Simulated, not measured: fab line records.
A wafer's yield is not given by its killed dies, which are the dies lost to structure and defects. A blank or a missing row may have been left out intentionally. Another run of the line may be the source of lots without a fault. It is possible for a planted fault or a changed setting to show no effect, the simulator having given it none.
Which tool did it? :: flow n5Finfet :: 9 lots with 27 wafers sampled at 6 steps, on a route of 1938 steps

## WHAT THE GAUGES READ, wafer by wafer
N5_BEOL_M4_THK_MEAS_01.
lot: L423
measured: day 7 23:05
on: filmMetro-01
M4_ILD_THK (nm): 78.7 77.5 78.6

lot: L424
measured: day 8 08:56
on: filmMetro-01
M4_ILD_THK (nm): 78.5 78.9 80.5

lot: L425
measured: day 8 12:48
on: filmMetro-01
M4_ILD_THK (nm): 79.8 79.1 81.3

lot: L427
measured: day 9 06:22
on: filmMetro-02
M4_ILD_THK (nm): 80.0 79.5 79.6

lot: L434
measured: day 10 13:23
on: filmMetro-01
M4_ILD_THK (nm): 61.9 79.3 81.4

lot: L437
measured: day 11 09:10
on: filmMetro-02
M4_ILD_THK (nm): 62.5 80.7 81.1

lot: L439
measured: day 11 18:59
on: filmMetro-02
M4_ILD_THK (nm): 78.2 80.4 78.5

lot: L440
measured: day 12 16:52
on: filmMetro-02
M4_ILD_THK (nm): 79.6 81.3 82.1

lot: L446
measured: day 13 10:51
on: filmMetro-01
M4_ILD_THK (nm): 79.0 77.5 79.9

N5_BEOL_M4_RC_MEAS_101.
lot: L423
measured: day 8 14:43
on: prober-02
DIBL_N (mV/V): 35.3 33.1 35.4
DIBL_P (mV/V): 35.0 32.6 35.4
IOFF_N (nA/um): 0.147 0.115 0.157
IOFF_P (nA/um): 0.18 0.16 0.20
ION_N (uA/um): 670 664 679
ION_P (uA/um): 456 458 466
SS_N (mV/dec): 71.7 70.6 70.9
SS_P (mV/dec): 72.2 72.7 72.6
VT_N (mV): 248 254 248
VT_P (mV): -254 -252 -247

lot: L424
measured: day 9 01:55
on: prober-01
DIBL_N (mV/V): 35.0 36.3 36.2
DIBL_P (mV/V): 35.7 38.0 37.4
IOFF_N (nA/um): 0.138 0.166 0.154
IOFF_P (nA/um): 0.18 0.21 0.20
ION_N (uA/um): 659 680 666
ION_P (uA/um): 450 460 455
SS_N (mV/dec): 71.0 71.8 71.5
SS_P (mV/dec): 73.1 74.1 73.9
VT_N (mV): 254 249 251
VT_P (mV): -253 -251 -251

lot: L425
measured: day 9 00:02
on: prober-02
DIBL_N (mV/V): 33.6 36.0 35.5
DIBL_P (mV/V): 35.7 38.2 37.7
IOFF_N (nA/um): 0.140 0.180 0.182
IOFF_P (nA/um): 0.19 0.24 0.22
ION_N (uA/um): 675 683 686
ION_P (uA/um): 461 466 462
SS_N (mV/dec): 70.7 71.5 71.5
SS_P (mV/dec): 74.2 73.6 74.4
VT_N (mV): 247 245 246
VT_P (mV): -252 -249 -248

lot: L427
measured: day 9 14:56
on: prober-02
DIBL_N (mV/V): 34.1 35.1 35.1
DIBL_P (mV/V): 32.8 32.7 32.5
IOFF_N (nA/um): 0.123 0.135 0.121
IOFF_P (nA/um): 0.19 0.19 0.18
ION_N (uA/um): 667 666 654
ION_P (uA/um): 463 460 452
SS_N (mV/dec): 70.3 70.8 70.6
SS_P (mV/dec): 72.7 72.9 72.9
VT_N (mV): 251 249 253
VT_P (mV): -251 -251 -252

lot: L434
measured: day 11 10:58
on: prober-01
DIBL_N (mV/V): 34.0 31.6 35.0
DIBL_P (mV/V): 34.9 31.7 35.7
IOFF_N (nA/um): 0.120 0.090 0.139
IOFF_P (nA/um): 0.19 0.15 0.20
ION_N (uA/um): 654 637 672
ION_P (uA/um): 458 446 465
SS_N (mV/dec): 70.6 70.3 70.4
SS_P (mV/dec): 72.7 72.0 73.0
VT_N (mV): 256 260 252
VT_P (mV): -250 -251 -249

lot: L437
measured: day 11 19:53
on: prober-01
DIBL_N (mV/V): 36.2 34.2 35.7
DIBL_P (mV/V): 36.4 35.0 36.0
IOFF_N (nA/um): 0.143 0.112 0.139
IOFF_P (nA/um): 0.19 0.17 0.19
ION_N (uA/um): 669 657 677
ION_P (uA/um): 458 459 465
SS_N (mV/dec): 71.5 71.6 70.9
SS_P (mV/dec): 73.0 72.5 73.7
VT_N (mV): 250 255 251
VT_P (mV): -252 -251 -252

lot: L439
measured: day 12 13:41
on: prober-01
DIBL_N (mV/V): 33.4 37.6 37.0
DIBL_P (mV/V): 31.0 36.8 36.0
IOFF_N (nA/um): 0.119 0.200 0.192
IOFF_P (nA/um): 0.16 0.24 0.23
ION_N (uA/um): 656 695 694
ION_P (uA/um): 459 468 466
SS_N (mV/dec): 70.7 72.2 71.7
SS_P (mV/dec): 72.1 73.1 73.6
VT_N (mV): 255 247 245
VT_P (mV): -252 -248 -247

lot: L440
measured: day 13 03:14
on: prober-01
DIBL_N (mV/V): 35.8 34.0 37.7
DIBL_P (mV/V): 35.4 33.6 37.9
IOFF_N (nA/um): 0.139 0.103 0.166
IOFF_P (nA/um): 0.19 0.17 0.23
ION_N (uA/um): 667 641 659
ION_P (uA/um): 461 449 453
SS_N (mV/dec): 71.4 71.2 71.9
SS_P (mV/dec): 72.9 73.1 73.5
VT_N (mV): 256 257 251
VT_P (mV): -252 -254 -252

lot: L446
measured: day 13 23:03
on: prober-01
DIBL_N (mV/V): 36.4 35.1 34.8
DIBL_P (mV/V): 36.2 34.7 33.9
IOFF_N (nA/um): 0.156 0.147 0.126
IOFF_P (nA/um): 0.21 0.19 0.17
ION_N (uA/um): 663 675 657
ION_P (uA/um): 459 458 457
SS_N (mV/dec): 71.5 70.4 70.7
SS_P (mV/dec): 73.0 72.8 72.9
VT_N (mV): 250 249 252
VT_P (mV): -249 -250 -255

## WHICH TOOL RAN EACH LOT (tool, then ch and the chambers of the sampled wafers, then the start)
lot: L423
N5_BEOL_M3_ANNEAL_51: rtpAnneal-01 ch 0, day 7 22:05
N5_BEOL_M3_PRE_CLEAN_60: cvdCo-01 ch 1,2, day 7 22:44
N5_BEOL_M4_ILD_DEP_00: pecvd-02 ch 0,1,2, day 7 23:01
N5_BEOL_M4_HM_DEP_02: pvdSputter-02, day 8 00:05

lot: L424
N5_BEOL_M3_ANNEAL_51: rtpAnneal-01 ch 0, day 8 07:58
N5_BEOL_M3_PRE_CLEAN_60: cvdCo-02 ch 0,1,2, day 8 08:35
N5_BEOL_M4_ILD_DEP_00: pecvd-03 ch 1,2, day 8 08:52
N5_BEOL_M4_HM_DEP_02: pvdSputter-03, day 8 10:10

lot: L425
N5_BEOL_M3_ANNEAL_51: rtpAnneal-01 ch 0, day 8 11:49
N5_BEOL_M3_PRE_CLEAN_60: cvdCo-02 ch 0,1, day 8 12:27
N5_BEOL_M4_ILD_DEP_00: pecvd-03 ch 0,1,2, day 8 12:44
N5_BEOL_M4_HM_DEP_02: pvdSputter-01, day 8 13:47

lot: L427
N5_BEOL_M3_ANNEAL_51: rtpAnneal-02 ch 0, day 9 05:26
N5_BEOL_M3_PRE_CLEAN_60: cvdCo-01 ch 0,1, day 9 06:01
N5_BEOL_M4_ILD_DEP_00: pecvd-01 ch 0,2, day 9 06:18
N5_BEOL_M4_HM_DEP_02: pvdSputter-02, day 9 07:14

lot: L434
N5_BEOL_M3_ANNEAL_51: rtpAnneal-01 ch 0, day 10 12:22
N5_BEOL_M3_PRE_CLEAN_60: cvdCo-01 ch 0,2, day 10 13:00
N5_BEOL_M4_ILD_DEP_00: pecvd-03 ch 0,1,2, day 10 13:19
N5_BEOL_M4_HM_DEP_02: pvdSputter-02, day 10 15:38

lot: L437
N5_BEOL_M3_ANNEAL_51: rtpAnneal-01 ch 0, day 11 07:58
N5_BEOL_M3_PRE_CLEAN_60: cvdCo-01 ch 0,2, day 11 08:46
N5_BEOL_M4_ILD_DEP_00: pecvd-03 ch 1,2, day 11 09:05
N5_BEOL_M4_HM_DEP_02: pvdSputter-03, day 11 09:17

lot: L439
N5_BEOL_M3_ANNEAL_51: rtpAnneal-01 ch 0, day 11 18:01
N5_BEOL_M3_PRE_CLEAN_60: cvdCo-01 ch 0,1,2, day 11 18:36
N5_BEOL_M4_ILD_DEP_00: pecvd-02 ch 0,1, day 11 18:53
N5_BEOL_M4_HM_DEP_02: pvdSputter-01, day 11 19:40

lot: L440
N5_BEOL_M3_ANNEAL_51: rtpAnneal-01 ch 0, day 12 15:45
N5_BEOL_M3_PRE_CLEAN_60: cvdCo-01 ch 0,2, day 12 16:23
N5_BEOL_M4_ILD_DEP_00: pecvd-02 ch 0,2, day 12 16:48
N5_BEOL_M4_HM_DEP_02: pvdSputter-01, day 12 18:59

lot: L446
N5_BEOL_M3_ANNEAL_51: rtpAnneal-02 ch 0, day 13 09:50
N5_BEOL_M3_PRE_CLEAN_60: cvdCo-01 ch 0,2, day 13 10:26
N5_BEOL_M4_ILD_DEP_00: pecvd-01 ch 0,1, day 13 10:47
N5_BEOL_M4_HM_DEP_02: pvdSputter-02, day 13 11:13
- N5_BEOL_M3_ANNEAL_51: time 90 s.
- N5_BEOL_M3_PRE_CLEAN_60: time 15 s.
- N5_BEOL_M4_ILD_DEP_00: deposits SiOC from DEMS/O2, target thk 79 nm, time 15.3 s.
- N5_BEOL_M4_HM_DEP_02: deposits TiN, target thk 20 nm.

## AS READ BY THE TOOLS THEMSELVES (means over the sampled wafers that have a number; for cases with no such wafer, the mark the record gives instead)
N5_BEOL_M3_ANNEAL_51.
lot: L423
tool: rtpAnneal-01
wafer_temp_C_max: 226.10

lot: L424
tool: rtpAnneal-01
wafer_temp_C_max: 225.95

lot: L425
tool: rtpAnneal-01
wafer_temp_C_max: 226.09

lot: L427
tool: rtpAnneal-02
wafer_temp_C_max: 226.25

lot: L434
tool: rtpAnneal-01
wafer_temp_C_max: 225.58

lot: L437
tool: rtpAnneal-01
wafer_temp_C_max: 226.10

lot: L439
tool: rtpAnneal-01
wafer_temp_C_max: 225.75

lot: L440
tool: rtpAnneal-01
wafer_temp_C_max: 226.26

lot: L446
tool: rtpAnneal-02
wafer_temp_C_max: 226.25

N5_BEOL_M3_PRE_CLEAN_60.
lot: L423
tool: cvdCo-01
heaterPowerOuterW (W): 22
heaterPowerW (W): 82

lot: L424
tool: cvdCo-02
heaterPowerOuterW (W): 13
heaterPowerW (W): 69

lot: L425
tool: cvdCo-02
heaterPowerOuterW (W): 11
heaterPowerW (W): 61

lot: L427
tool: cvdCo-01
heaterPowerOuterW (W): 11
heaterPowerW (W): 62

lot: L434
tool: cvdCo-01
heaterPowerOuterW (W): 10
heaterPowerW (W): 63

lot: L437
tool: cvdCo-01
heaterPowerOuterW (W): 11
heaterPowerW (W): 63

lot: L439
tool: cvdCo-01
heaterPowerOuterW (W): 16
heaterPowerW (W): 71

lot: L440
tool: cvdCo-01
heaterPowerOuterW (W): 16
heaterPowerW (W): 73

lot: L446
tool: cvdCo-01
heaterPowerOuterW (W): 11
heaterPowerW (W): 63

N5_BEOL_M4_ILD_DEP_00.
lot: L423
tool: pecvd-02
chamberPressureTorr (Torr): 5.007
heaterPowerOuterW (W): 255
heaterPowerW (W): 477
showerheadPlenumPTorr (Torr): 5.694
throttleValvePct (%): 11.5

lot: L424
tool: pecvd-03
chamberPressureTorr (Torr): 5.007
heaterPowerOuterW (W): 230
heaterPowerW (W): 424
showerheadPlenumPTorr (Torr): 5.697
throttleValvePct (%): 12.0

lot: L425
tool: pecvd-03
chamberPressureTorr (Torr): 4.995
heaterPowerOuterW (W): 266
heaterPowerW (W): 497
showerheadPlenumPTorr (Torr): 5.691
throttleValvePct (%): 12.0

lot: L427
tool: pecvd-01
chamberPressureTorr (Torr): 5.003
heaterPowerOuterW (W): 232
heaterPowerW (W): 462
showerheadPlenumPTorr (Torr): 5.691
throttleValvePct (%): 13.4

lot: L434
tool: pecvd-03
chamberPressureTorr (Torr): 5.001
heaterPowerOuterW (W): 258
heaterPowerW (W): 484
showerheadPlenumPTorr (Torr): 5.699
throttleValvePct (%): 12.0

lot: L437
tool: pecvd-03
chamberPressureTorr (Torr): 4.998
heaterPowerOuterW (W): 262
heaterPowerW (W): 483
showerheadPlenumPTorr (Torr): 5.707
throttleValvePct (%): 11.6

lot: L439
tool: pecvd-02
chamberPressureTorr (Torr): 5.010
heaterPowerOuterW (W): 271
heaterPowerW (W): 497
showerheadPlenumPTorr (Torr): 5.694
throttleValvePct (%): 11.9

lot: L440
tool: pecvd-02
chamberPressureTorr (Torr): 4.980
heaterPowerOuterW (W): 240
heaterPowerW (W): 459
showerheadPlenumPTorr (Torr): 5.698
throttleValvePct (%): 11.8

lot: L446
tool: pecvd-01
chamberPressureTorr (Torr): 5.002
heaterPowerOuterW (W): 301
heaterPowerW (W): 570
showerheadPlenumPTorr (Torr): 5.695
throttleValvePct (%): 12.7

N5_BEOL_M4_HM_DEP_02.
lot: L423
tool: pvdSputter-02
chamberPressurePa (Pa): 0.4988
throttleValvePct (%): 30.5

lot: L424
tool: pvdSputter-03
chamberPressurePa (Pa): 0.5004
throttleValvePct (%): 30.5

lot: L425
tool: pvdSputter-01
chamberPressurePa (Pa): 0.5005
throttleValvePct (%): 29.2

lot: L427
tool: pvdSputter-02
chamberPressurePa (Pa): 0.4994
throttleValvePct (%): 29.7

lot: L434
tool: pvdSputter-02
chamberPressurePa (Pa): 0.5007
throttleValvePct (%): 29.6

lot: L437
tool: pvdSputter-03
chamberPressurePa (Pa): 0.5002
throttleValvePct (%): 29.8

lot: L439
tool: pvdSputter-01
chamberPressurePa (Pa): 0.4992
throttleValvePct (%): 28.4

lot: L440
tool: pvdSputter-01
chamberPressurePa (Pa): 0.4996
throttleValvePct (%): 28.2

lot: L446
tool: pvdSputter-02
chamberPressurePa (Pa): 0.4995
throttleValvePct (%): 30.0

## THE ANSWER, worked out from the rows above alone
Rule: what is usual is taken from the lots themselves. The widest of any qualifying gaps counts: lots, ordered by their means at a reading, are off when they make up no more than a third of the lots, leave a main group of 4 or more, and stand apart from it by 3 or more times the standard deviation of that group's means. A main group whose means are all the same, to the digits that the tables above print for the reading, isn't used. A lot without any number at a reading at which 4 lots or more have one is off too. The other lots that the step has rows for count as sound. After the gauges, taken in route order, come the tools' own readings; for these a lot's mean is taken, as printed above. At the first step where some lot is off, the reading lying furthest off is the one used; lots without a number count as furthest.
Off: L434, L437, at N5_BEOL_M4_THK_MEAS_01 (M4_ILD_THK). For the main group the mean is 79.5 nm and the standard deviation 0.83.
A tool fits if, at a process step before that reading, it ran every lot that is off, and no sound lot after the first of them. Gauges at N5_BEOL_M4_THK_MEAS_01: tried the same way as those tools. One candidate fits, namely pecvd-03 at N5_BEOL_M4_ILD_DEP_00. A fault onset in the window from L425 (day 8 12:44, its last sound lot) to L434 (day 10 13:19, its first lot off) fits.

## WHAT THE SIMULATOR HAD INSERTED
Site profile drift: pecvd-03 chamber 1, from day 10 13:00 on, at N5_BEOL_M4_ILD_DEP_00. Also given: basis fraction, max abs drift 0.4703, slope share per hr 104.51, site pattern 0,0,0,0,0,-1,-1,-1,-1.
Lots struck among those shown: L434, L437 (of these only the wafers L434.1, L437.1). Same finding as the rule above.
